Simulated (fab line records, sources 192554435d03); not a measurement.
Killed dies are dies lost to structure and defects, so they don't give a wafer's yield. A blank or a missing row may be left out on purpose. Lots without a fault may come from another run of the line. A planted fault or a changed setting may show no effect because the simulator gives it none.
Which tool did it? | flow n5_finfet | 9 lots, 27 wafers sampled, at 7 steps of a route of 1938

WHAT THE GAUGES READ, wafer by wafer
N5_BEOL_M4_RC_MEAS_101. Usual: DIBL_N 35.8 mV/V, standard deviation 1.6; DIBL_P 36.0 mV/V, standard deviation 2.1; IOFF_N 0.153 nA/um, standard deviation 0.026; IOFF_P 0.21 nA/um, standard deviation 0.037; ION_N 673 uA/um, standard deviation 11; ION_P 462 uA/um, standard deviation 7.6; SS_N 71.4 mV/dec, standard deviation 0.53; SS_P 73.2 mV/dec, standard deviation 0.67; VT_N 250 mV, standard deviation 3.2; VT_P -250 mV, standard deviation 3.7.
lot  | measured     | on        | DIBL_N (mV/V)  | DIBL_P (mV/V)  | IOFF_N (nA/um)    | IOFF_P (nA/um) | ION_N (uA/um) | ION_P (uA/um) | SS_N (mV/dec)  | SS_P (mV/dec)  | VT_N (mV)   | VT_P (mV)      | flag
L807 | day 8 09:25  | prober-02 | 35.3 37.4 35.5 | 36.1 37.9 35.7 | 0.139 0.165 0.137 | 0.18 0.20 0.18 | 670 675 673   | 453 460 456   | 71.1 71.7 71.6 | 73.2 73.4 72.4 | 252 250 253 | -255 -250 -252 |
L809 | day 9 00:14  | prober-02 | 38.4 39.5 36.4 | 37.5 39.5 35.9 | 0.175 0.193 0.144 | 0.22 0.27 0.20 | 679 685 678   | 461 473 464   | 72.8 72.2 70.8 | 73.6 74.4 73.0 | 251 250 251 | -251 -249 -253 |
L811 | day 9 06:33  | prober-02 | 34.5 33.6 33.7 | 35.5 34.5 34.1 | 0.142 0.126 0.124 | 0.20 0.17 0.17 | 675 665 670   | 468 452 447   | 71.3 71.1 71.2 | 72.8 72.9 72.5 | 251 250 252 | -250 -254 -252 |
L814 | day 9 19:12  | prober-02 | 33.3 36.3 35.0 | 32.7 35.2 33.4 | 0.107 0.143 0.119 | 0.16 0.18 0.17 | 663 666 652   | 457 453 448   | 71.0 71.6 71.0 | 72.5 73.1 73.6 | 257 254 255 | -256 -251 -253 |
L818 | day 11 00:41 | prober-02 | 33.4 33.7 36.6 | 32.2 32.9 37.2 | 0.113 0.112 0.168 | 0.16 0.17 0.23 | 656 659 684   | 449 457 465   | 71.4 70.6 71.2 | 71.8 72.4 73.2 | 254 255 249 | -252 -251 -248 |
L819 | day 11 11:49 | prober-01 | 34.2 34.2 35.0 | 35.2 34.9 35.9 | 0.139 0.136 0.168 | 0.20 0.21 0.23 | 672 676 678   | 467 472 466   | 71.2 71.8 71.3 | 72.5 72.8 73.4 | 252 253 247 | -251 -248 -249 |
L822 | day 12 05:17 | prober-02 | 35.6 37.7 36.3 | 34.1 36.3 34.5 | 0.139 0.164 0.134 | 0.19 0.22 0.19 | 669 667 669   | 461 461 459   | 71.6 71.1 71.4 | 73.0 73.8 73.2 | 252 252 251 | -252 -251 -249 |
L824 | day 12 10:37 | prober-02 | 35.1 35.8 32.7 | 34.1 34.5 30.9 | 0.127 0.131 0.093 | 0.16 0.16 0.12 | 657 661 662   | 454 452 448   | 71.6 71.3 70.3 | 72.5 72.6 71.9 | 253 254 259 | -257 -257 -255 |
L827 | day 13 14:24 | prober-02 | 37.5 38.3 38.3 | 38.2 39.0 38.8 | 0.156 0.157 0.167 | 0.21 0.24 0.22 | 668 672 674   | 458 469 458   | 71.6 71.8 71.5 | 73.6 74.3 73.8 | 251 252 248 | -251 -250 -249 |

N5_BEOL_M13_OCD_MEAS_35. Usual: trench_depth_nm 410 nm, standard deviation 6.3.
lot  | measured     | on     | trench_depth_nm (nm) | flag
L807 | day 11 04:53 | ocd-02 | 405 397 414          |
L809 | day 12 05:12 | ocd-02 | 415 406 402          |
L811 | day 12 11:37 | ocd-02 | 417 420 407          |
L814 | day 12 20:53 | ocd-01 | 416 401 404          |
L818 | day 14 01:27 | ocd-01 | 411 415 416          |
L819 | day 14 09:33 | ocd-01 | 420 417 413          |
L822 | day 15 07:59 | ocd-02 | 411 409 412          |
L824 | day 15 20:19 | ocd-01 | 416 413 408          |
L827 | day 16 10:32 | ocd-01 | 418 404 419          |

N5_BEOL_M13_THK_MEAS_50: measures by xrf. Usual: M13_THK 418 nm, standard deviation 7.
lot  | measured     | on            | M13_THK (nm) | flag
L807 | day 11 08:56 | film_metro-02 | 406 401 419  |
L809 | day 12 07:16 | film_metro-02 | 425 807 410  | OFF
L811 | day 12 18:54 | film_metro-01 | 428 431 416  |
L814 | day 13 01:51 | film_metro-02 | 417 753 407  | OFF
L818 | day 14 04:46 | film_metro-02 | 421 421 424  |
L819 | day 14 11:07 | film_metro-01 | 430 424 419  |
L822 | day 15 10:22 | film_metro-02 | 417 416 420  |
L824 | day 15 22:30 | film_metro-01 | 429 424 419  |
L827 | day 16 14:07 | film_metro-01 | 425 415 425  |

N5_BEOL_M13_INSPECT_55: inspects for defects (darkfield). Usual: raw_defect_count 70, standard deviation 22.
lot  | measured     | on                | raw_defect_count | flag
L807 | day 11 09:07 | defect_inspect-02 | 90 77 73         |
L809 | day 12 07:25 | defect_inspect-01 | 47 3089 55       | OFF
L811 | day 12 19:03 | defect_inspect-01 | 42 60 59         |
L814 | day 13 02:02 | defect_inspect-02 | 79 3102 70       | OFF
L818 | day 14 04:55 | defect_inspect-01 | 58 48 95         |
L819 | day 14 11:16 | defect_inspect-01 | 42 52 70         |
L822 | day 15 10:31 | defect_inspect-01 | 123 84 80        |
L824 | day 15 22:39 | defect_inspect-02 | 72 62 43         |
L827 | day 16 14:17 | defect_inspect-01 | 101 73 118       |

WHICH TOOL RAN EACH LOT (tool, then ch and the chambers of the sampled wafers, then the start)
lot  | N5_BEOL_M13_SPUTTER_43       | N5_BEOL_M13_SPUTTER_44       | N5_BEOL_M13_CMP_49
L807 | pvd_sputter-03, day 11 07:54 | pvd_sputter-03, day 11 07:59 | cmp-01 ch 0,2,3, day 11 08:43
L809 | pvd_sputter-01, day 12 06:13 | pvd_sputter-01, day 12 06:18 | cmp-02 ch 0,1,2, day 12 06:58
L811 | pvd_sputter-02, day 12 17:31 | pvd_sputter-02, day 12 17:35 | cmp-01 ch 0,2,3, day 12 18:38
L814 | pvd_sputter-01, day 13 00:49 | pvd_sputter-01, day 13 00:54 | cmp-02 ch 0,2, day 13 01:34
L818 | pvd_sputter-01, day 14 02:52 | pvd_sputter-01, day 14 02:56 | cmp-04 ch 1,2,3, day 14 04:31
L819 | pvd_sputter-01, day 14 10:05 | pvd_sputter-01, day 14 10:10 | cmp-04 ch 0,1, day 14 10:49
L822 | pvd_sputter-01, day 15 09:20 | pvd_sputter-01, day 15 09:25 | cmp-01 ch 1,2, day 15 10:06
L824 | pvd_sputter-01, day 15 21:12 | pvd_sputter-01, day 15 21:17 | cmp-04 ch 0,2,3, day 15 22:13
L827 | pvd_sputter-01, day 16 12:48 | pvd_sputter-01, day 16 12:53 | cmp-02 ch 0,1,3, day 16 13:52
- N5_BEOL_M13_SPUTTER_43: material TaN, target thk 15 nm, time 24.19 s.
- N5_BEOL_M13_SPUTTER_44: material Ta, target thk 10 nm, time 16.13 s.
- N5_BEOL_M13_CMP_49: polishes, stops on SiOC, t overpolish 17.1 s, target thk 420 nm.

WHAT THE TOOLS THEMSELVES READ (means of the sampled wafers that have a number; where no wafer has one, the mark that the record gives instead)
N5_BEOL_M13_SPUTTER_43. Usual: throttle_valve_pct 29.9 %, standard deviation 1.3.
lot  | tool           | throttle_valve_pct (%) | flag
L807 | pvd_sputter-03 | 29.3                   |
L809 | pvd_sputter-01 | 28.7                   |
L811 | pvd_sputter-02 | 31.0                   |
L814 | pvd_sputter-01 | 29.3                   |
L818 | pvd_sputter-01 | 30.1                   |
L819 | pvd_sputter-01 | 29.9                   |
L822 | pvd_sputter-01 | 30.0                   |
L824 | pvd_sputter-01 | 29.5                   |
L827 | pvd_sputter-01 | 29.5                   |

N5_BEOL_M13_SPUTTER_44. Usual: throttle_valve_pct 29.9 %, standard deviation 1.3.
lot  | tool           | throttle_valve_pct (%) | flag
L807 | pvd_sputter-03 | 29.3                   |
L809 | pvd_sputter-01 | 28.7                   |
L811 | pvd_sputter-02 | 30.9                   |
L814 | pvd_sputter-01 | 29.5                   |
L818 | pvd_sputter-01 | 29.9                   |
L819 | pvd_sputter-01 | 30.0                   |
L822 | pvd_sputter-01 | 30.0                   |
L824 | pvd_sputter-01 | 29.7                   |
L827 | pvd_sputter-01 | 29.6                   |

N5_BEOL_M13_CMP_49. Usual: barrier_field_endpoint_s 30.1 s, standard deviation 0.8; clearing_platen_down_force_psi 1.501 psi, standard deviation 0.0031; head_pressure_psi 1.0001 psi, standard deviation 0.0022; motor_current_A 6.1 A, standard deviation 0.6; overpolish_run_s 17.101 s, standard deviation 0.0085.
lot  | tool   | barrier_field_endpoint_s (s) | clearing_platen_down_force_psi (psi) | head_pressure_psi (psi) | motor_current_A (A) | overpolish_run_s (s) | flag
L807 | cmp-01 | 29.9                         | 1.500                                | 0.9987                  | 6.4                 | 17.104               |
L809 | cmp-02 | 38.6                         | 1.499                                | 0.9989                  | 5.9                 | 12.516               | OFF
L811 | cmp-01 | 30.7                         | 1.501                                | 1.0006                  | 6.5                 | 17.098               |
L814 | cmp-02 | 39.5                         | 1.502                                | 1.0017                  | 6.2                 | 12.196               | OFF
L818 | cmp-04 | 30.2                         | 1.500                                | 1.0004                  | 5.5                 | 17.095               |
L819 | cmp-04 | 31.1                         | 1.500                                | 0.9976                  | 5.0                 | 17.111               |
L822 | cmp-01 | 29.0                         | 1.502                                | 1.0000                  | 6.2                 | 17.096               |
L824 | cmp-04 | 30.2                         | 1.502                                | 0.9995                  | 5.9                 | 17.101               |
L827 | cmp-02 | 29.8                         | 1.504                                | 1.0009                  | 6.1                 | 17.101               |

THE ANSWER, worked out from the rows above alone
Rule: a lot is off if the mean of its wafers that have a number lies more than 3 standard deviations from the usual mean. A lot without any number at a reading at which 4 lots or more have one is off too. The other lots that the step has rows for count as sound. The gauges are gone through in route order, then the tools' own readings, and for those a lot's mean is taken as printed above. The first step at which some lot is off is used, and at that step the reading that is off furthest; a lot without a number counts as furthest.
Off: L809, L814, at N5_BEOL_M13_THK_MEAS_50 (M13_THK).
A tool fits if, at a process step before that reading, it ran every lot that is off, and no sound lot after the first of them. The gauges at N5_BEOL_M13_THK_MEAS_50 aren't tried: what is off there is off at N5_BEOL_M13_INSPECT_55 too, on other tools, and a gauge's error can't cause that. None of those tried fits.

WHAT THE SIMULATOR HAD PUT IN
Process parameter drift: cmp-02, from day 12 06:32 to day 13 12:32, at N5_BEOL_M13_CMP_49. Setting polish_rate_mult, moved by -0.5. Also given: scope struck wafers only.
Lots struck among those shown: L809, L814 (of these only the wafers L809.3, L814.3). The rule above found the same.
